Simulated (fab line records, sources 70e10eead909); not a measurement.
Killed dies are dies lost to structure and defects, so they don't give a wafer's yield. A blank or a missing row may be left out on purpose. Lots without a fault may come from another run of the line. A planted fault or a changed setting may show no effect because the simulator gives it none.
Chamber matching | flow nand_harc | NHARC_A_STAIRCASE_DEP_322 on pecvd-02: 3 sister chambers
The step deposits SiO2, target thk 7200 nm. 3 wafers are shown with their chamber, then 9 later ones without.

WAFERS WITH THEIR CHAMBER
wafer  | chamber | heater_power_w (W)
L088.2 | 1       | 758
L089.3 | 2       | 819
L089.4 | 0       | 647

WAFERS WITHOUT THEIR CHAMBER
wafer  | heater_power_w (W)
L091.2 | 734
L091.4 | 601
L091.5 | 680
L094.1 | 703
L094.2 | 729
L094.4 | 698
L097.1 | 808
L097.4 | 683
L097.5 | 649

WHICH CHAMBER EACH WENT THROUGH
wafer  | from the rows above          | in truth
L091.2 | can't be placed: 1 or 2 or 0 | 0
L091.4 | 0                            | 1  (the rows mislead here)
L091.5 | can't be placed: 0 or 1      | 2
L094.1 | can't be placed: 1 or 0 or 2 | 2
L094.2 | can't be placed: 1 or 0 or 2 | 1
L094.4 | can't be placed: 0 or 1 or 2 | 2
L097.1 | can't be placed: 2 or 1      | 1
L097.4 | can't be placed: 0 or 1      | 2
L097.5 | 0                            | 0
Placed correctly: 1 of 9. Can't be placed from these rows: 7 (the true chamber is among the candidates in 5). Placed wrongly: 1.
How it was worked out, from the rows above alone: a wafer's distance from a chamber is the root of the sum, over the readings, of the square of ((its reading less the chamber's mean) divided by the reading's scatter). The wafer belongs to the nearest chamber; if the next one is less than 2 further off, it can't be placed. A chamber's mean is the mean of its shown wafers. The scatter: with one shown wafer a chamber, the root of the mean of the squares of how far each hidden wafer lies from its nearest shown one.
